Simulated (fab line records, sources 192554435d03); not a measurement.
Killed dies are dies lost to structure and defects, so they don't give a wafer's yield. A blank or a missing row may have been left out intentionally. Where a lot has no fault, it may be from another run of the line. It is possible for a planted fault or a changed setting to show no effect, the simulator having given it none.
Lot-split experiment / flow n5Finfet / 7 lots, 21 wafers read, on a route of 1938 steps

SPLIT DETAILS
At N5_HKMG_FIN_ETCH_31 (etches SiARC in CF4, target depth 45.5 nm, time 75.8 s), the setting biasW was moved away from the recipe's 36 W on 7 of the 21 wafers read, by +9.0% to +10.8%. The other wafers ran this setting at the recipe's value.

The reading comes from the split's own step.

THE READING
rfVppV, in V, at N5_HKMG_FIN_ETCH_31 (etches SiARC in CF4, target depth 45.5 nm, time 75.8 s). A value of 184.2 V with a standard deviation of 1.2 V is what fault-free wafers of this fab line usually give.

wafer=L074.2; tool, chamber at the split=rieDiel-01, 3; biasW as run, W=36; against the recipe=recipe; rfVppV, V=182.7; against lot-mates on the recipe=-
wafer=L074.5; tool, chamber at the split=rieDiel-01, 0; biasW as run, W=36; against the recipe=recipe; rfVppV, V=186.1; against lot-mates on the recipe=-
wafer=L074.6; tool, chamber at the split=rieDiel-01, 1; biasW as run, W=36; against the recipe=recipe; rfVppV, V=184.7; against lot-mates on the recipe=-
wafer=L077.1; tool, chamber at the split=rieDiel-03, 0; biasW as run, W=36; against the recipe=recipe; rfVppV, V=182.1; against lot-mates on the recipe=-
wafer=L077.4; tool, chamber at the split=rieDiel-03, 2; biasW as run, W=36; against the recipe=recipe; rfVppV, V=183.0; against lot-mates on the recipe=-
wafer=L077.5; tool, chamber at the split=rieDiel-03, 1; biasW as run, W=39.73; against the recipe=+10.4%; rfVppV, V=195.4; against lot-mates on the recipe=+12.8
wafer=L080.2; tool, chamber at the split=rieDiel-01, 1; biasW as run, W=39.88; against the recipe=+10.8%; rfVppV, V=196.1; against lot-mates on the recipe=+12.5
wafer=L080.5; tool, chamber at the split=rieDiel-01, 0; biasW as run, W=39.88; against the recipe=+10.8%; rfVppV, V=197.8; against lot-mates on the recipe=+14.2
wafer=L080.6; tool, chamber at the split=rieDiel-01, 1; biasW as run, W=36; against the recipe=recipe; rfVppV, V=183.6; against lot-mates on the recipe=-
wafer=L085.1; tool, chamber at the split=rieDiel-01, 1; biasW as run, W=39.23; against the recipe=+9.0%; rfVppV, V=193.8; against lot-mates on the recipe=+11.2
wafer=L085.4; tool, chamber at the split=rieDiel-01, 2; biasW as run, W=39.23; against the recipe=+9.0%; rfVppV, V=193.5; against lot-mates on the recipe=+10.9
wafer=L085.5; tool, chamber at the split=rieDiel-01, 3; biasW as run, W=36; against the recipe=recipe; rfVppV, V=182.6; against lot-mates on the recipe=-
wafer=L087.2; tool, chamber at the split=rieDiel-01, 1; biasW as run, W=39.49; against the recipe=+9.7%; rfVppV, V=193.8; against lot-mates on the recipe=+9.5
wafer=L087.3; tool, chamber at the split=rieDiel-01, 3; biasW as run, W=39.49; against the recipe=+9.7%; rfVppV, V=194.9; against lot-mates on the recipe=+10.6
wafer=L087.6; tool, chamber at the split=rieDiel-01, 0; biasW as run, W=36; against the recipe=recipe; rfVppV, V=184.3; against lot-mates on the recipe=-
wafer=L091.1; tool, chamber at the split=rieDiel-03, 3; biasW as run, W=36; against the recipe=recipe; rfVppV, V=186.1; against lot-mates on the recipe=-
wafer=L091.3; tool, chamber at the split=rieDiel-03, 1; biasW as run, W=36; against the recipe=recipe; rfVppV, V=183.4; against lot-mates on the recipe=-
wafer=L091.6; tool, chamber at the split=rieDiel-03, 1; biasW as run, W=36; against the recipe=recipe; rfVppV, V=184.2; against lot-mates on the recipe=-
wafer=L095.1; tool, chamber at the split=rieDiel-01, 0; biasW as run, W=36; against the recipe=recipe; rfVppV, V=187.2; against lot-mates on the recipe=-
wafer=L095.4; tool, chamber at the split=rieDiel-01, 2; biasW as run, W=36; against the recipe=recipe; rfVppV, V=183.6; against lot-mates on the recipe=-
wafer=L095.5; tool, chamber at the split=rieDiel-01, 2; biasW as run, W=36; against the recipe=recipe; rfVppV, V=183.5; against lot-mates on the recipe=-

THE FIT
A straight line over all 21 wafers: rfVppV changes by +1.11 V for each +1% of biasW; r = +0.97; the points scatter about the line by 1.3 V.
The same after taking each lot's own level away (the mean of its wafers on the recipe; 21 wafers): +1.18 V for each +1%; r = +0.98; scatter 1.2 V.
Per that fit: largest biasW move, reading shift of 13 V.
From 182.55 to 184.77 V: that is the span of the lots' own levels, equal to 1.8 times the standard deviation above.
Hence the lot-to-lot level has little effect on the slope; both slopes agree.
Check: for one of the wafers moved furthest among these (+10.8%), held out of the fit, the line's prediction against its lot-mates is +12.8 V. Against them it came out at +12.5 V.
Tool readings at the split's step, against how far the setting was moved: rfVppV r = +0.97.

ADDITIONAL SPLITS CARRIED BY THESE WAFERS
Other splits were also applied to these wafers ahead of the reading. Each is held against what the fit with the lots' levels taken away leaves over:
other split on the same wafers=N5_SD_EPI_N_EXPOSE_06 doseMj; wafers away from the commonest value=6; r with rfVppV (lot level and that fit taken away)=+0.11
other split on the same wafers=N5_SD_EPI_N_ETCH_45 targetDepthA; wafers away from the commonest value=9; r with rfVppV (lot level and that fit taken away)=+0.01
other split on the same wafers=N5_SDB_HM_DEP_00 timeS; wafers away from the commonest value=5; r with rfVppV (lot level and that fit taken away)=+0.18
other split on the same wafers=N5_SDB_COAT_03 tempC; wafers away from the commonest value=9; r with rfVppV (lot level and that fit taken away)=+0.03
other split on the same wafers=N5_HKMG_FIN_COAT_06 spinRpm; wafers away from the commonest value=4; r with rfVppV (lot level and that fit taken away)=-0.26

FILE'S OWN FIT
rfVppV changes by +1.19 V for each +1% of biasW, r = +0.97.
